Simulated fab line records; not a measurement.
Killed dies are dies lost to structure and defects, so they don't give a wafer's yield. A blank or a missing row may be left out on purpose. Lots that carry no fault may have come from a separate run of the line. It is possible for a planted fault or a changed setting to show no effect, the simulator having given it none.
The tool behind it: which one? || flow n5 finfet || 10 lots with 30 wafers sampled at 5 steps, on a route of 1938 steps

WHAT THE GAUGES SHOWED, per wafer
N5_BEOL_M1_THK_MEAS_53: measures by xrf.
{"lot": "L964", "measured": "day 7 00:15", "on": "film metro-01", "M1_THK (nm)": "39.7 42.5 42.0"}
{"lot": "L965", "measured": "day 7 02:14", "on": "film metro-02", "M1_THK (nm)": "41.5 43.2 39.2"}
{"lot": "L966", "measured": "day 7 04:53", "on": "film metro-02", "M1_THK (nm)": "39.7 40.2 42.0"}
{"lot": "L970", "measured": "day 8 08:50", "on": "film metro-01", "M1_THK (nm)": "40.2 41.6 42.3"}
{"lot": "L973", "measured": "day 8 20:31", "on": "film metro-01", "M1_THK (nm)": "39.3 40.8 41.6"}
{"lot": "L974", "measured": "day 9 09:40", "on": "film metro-01", "M1_THK (nm)": "39.5 39.6 40.5"}
{"lot": "L977", "measured": "day 10 08:00", "on": "film metro-01", "M1_THK (nm)": "37.3 40.5 42.1"}
{"lot": "L979", "measured": "day 10 10:53", "on": "film metro-02", "M1_THK (nm)": "42.4 41.6 43.5"}
{"lot": "L980", "measured": "day 10 17:04", "on": "film metro-01", "M1_THK (nm)": "41.0 43.0 42.1"}
{"lot": "L984", "measured": "day 12 08:04", "on": "film metro-02", "M1_THK (nm)": "38.6 39.4 38.4"}

WHAT TOOL EACH LOT RAN ON (gives the tool, then ch and the chambers of the sampled wafers, and finally the start)
{"lot": "L964", "N5_BEOL_M1_SPUTTER_94": "pvd sputter-03, day 6 23:15", "N5_BEOL_M1_SPUTTER_96": "pvd sputter-03, day 6 23:28", "N5_BEOL_M1_ECD_50": "ecd cu-02 ch 0,1, day 6 23:35", "N5_BEOL_M1_CMP_52": "cmp-04 ch 0,1,3, day 7 00:00"}
{"lot": "L965", "N5_BEOL_M1_SPUTTER_94": "pvd sputter-03, day 7 01:05", "N5_BEOL_M1_SPUTTER_96": "pvd sputter-03, day 7 01:19", "N5_BEOL_M1_ECD_50": "ecd cu-02 ch 0,1, day 7 01:25", "N5_BEOL_M1_CMP_52": "cmp-03 ch 0,2,3, day 7 01:57"}
{"lot": "L966", "N5_BEOL_M1_SPUTTER_94": "pvd sputter-01, day 7 03:52", "N5_BEOL_M1_SPUTTER_96": "pvd sputter-01, day 7 04:05", "N5_BEOL_M1_ECD_50": "ecd cu-01 ch 0, day 7 04:13", "N5_BEOL_M1_CMP_52": "cmp-04 ch 0,2, day 7 04:38"}
{"lot": "L970", "N5_BEOL_M1_SPUTTER_94": "pvd sputter-02, day 8 07:48", "N5_BEOL_M1_SPUTTER_96": "pvd sputter-02, day 8 08:01", "N5_BEOL_M1_ECD_50": "ecd cu-01 ch 0,1, day 8 08:10", "N5_BEOL_M1_CMP_52": "cmp-02 ch 1,2,3, day 8 08:37"}
{"lot": "L973", "N5_BEOL_M1_SPUTTER_94": "pvd sputter-02, day 8 19:30", "N5_BEOL_M1_SPUTTER_96": "pvd sputter-02, day 8 19:43", "N5_BEOL_M1_ECD_50": "ecd cu-01 ch 0,1, day 8 19:50", "N5_BEOL_M1_CMP_52": "cmp-03 ch 2,3, day 8 20:13"}
{"lot": "L974", "N5_BEOL_M1_SPUTTER_94": "pvd sputter-02, day 9 08:38", "N5_BEOL_M1_SPUTTER_96": "pvd sputter-02, day 9 08:51", "N5_BEOL_M1_ECD_50": "ecd cu-02 ch 0,1, day 9 09:00", "N5_BEOL_M1_CMP_52": "cmp-03 ch 0,2,3, day 9 09:27"}
{"lot": "L977", "N5_BEOL_M1_SPUTTER_94": "pvd sputter-03, day 10 06:57", "N5_BEOL_M1_SPUTTER_96": "pvd sputter-03, day 10 07:10", "N5_BEOL_M1_ECD_50": "ecd cu-01 ch 0,1, day 10 07:17", "N5_BEOL_M1_CMP_52": "cmp-04 ch 0,1,3, day 10 07:42"}
{"lot": "L979", "N5_BEOL_M1_SPUTTER_94": "pvd sputter-02, day 10 09:53", "N5_BEOL_M1_SPUTTER_96": "pvd sputter-02, day 10 10:06", "N5_BEOL_M1_ECD_50": "ecd cu-01 ch 0,1, day 10 10:14", "N5_BEOL_M1_CMP_52": "cmp-04 ch 0,3, day 10 10:36"}
{"lot": "L980", "N5_BEOL_M1_SPUTTER_94": "pvd sputter-03, day 10 15:19", "N5_BEOL_M1_SPUTTER_96": "pvd sputter-03, day 10 15:32", "N5_BEOL_M1_ECD_50": "ecd cu-02 ch 0,1, day 10 15:40", "N5_BEOL_M1_CMP_52": "cmp-02 ch 0,1,2, day 10 16:48"}
{"lot": "L984", "N5_BEOL_M1_SPUTTER_94": "pvd sputter-02, day 12 07:03", "N5_BEOL_M1_SPUTTER_96": "pvd sputter-02, day 12 07:16", "N5_BEOL_M1_ECD_50": "ecd cu-02 ch 0,1, day 12 07:25", "N5_BEOL_M1_CMP_52": "cmp-02 ch 2,3, day 12 07:49"}
- N5_BEOL_M1_SPUTTER_94: material Cu, target thk 4.5 nm, time 8.29 s.
- N5_BEOL_M1_SPUTTER_96: material Cu, target thk 4.5 nm, time 8.29 s.
- N5_BEOL_M1_ECD_50: material Cu, target thk 300 nm.
- N5_BEOL_M1_CMP_52: polishes, stops on SiOC, t overpolish 6.8 s, target thk 40 nm.

THE ANSWER, worked out from the rows above alone
Rule: what is usual is taken from the lots themselves. Put in order of their means at a reading, lots are off if they are a third of the lots or fewer, leave a main group of 4 or more, and stand apart from it by a gap of 3 or more times the standard deviation of the main group's means; of several such gaps the widest counts. Not used: any main group whose means are identical at the precision the tables above print for the reading. Also off: a lot with no number at a reading for which 4 or more lots have one. The other lots that the step has rows for count as sound.
No lot is off on any of the readings shown, so nothing can be concluded from this.

WHAT THE SIMULATOR HAD INSERTED
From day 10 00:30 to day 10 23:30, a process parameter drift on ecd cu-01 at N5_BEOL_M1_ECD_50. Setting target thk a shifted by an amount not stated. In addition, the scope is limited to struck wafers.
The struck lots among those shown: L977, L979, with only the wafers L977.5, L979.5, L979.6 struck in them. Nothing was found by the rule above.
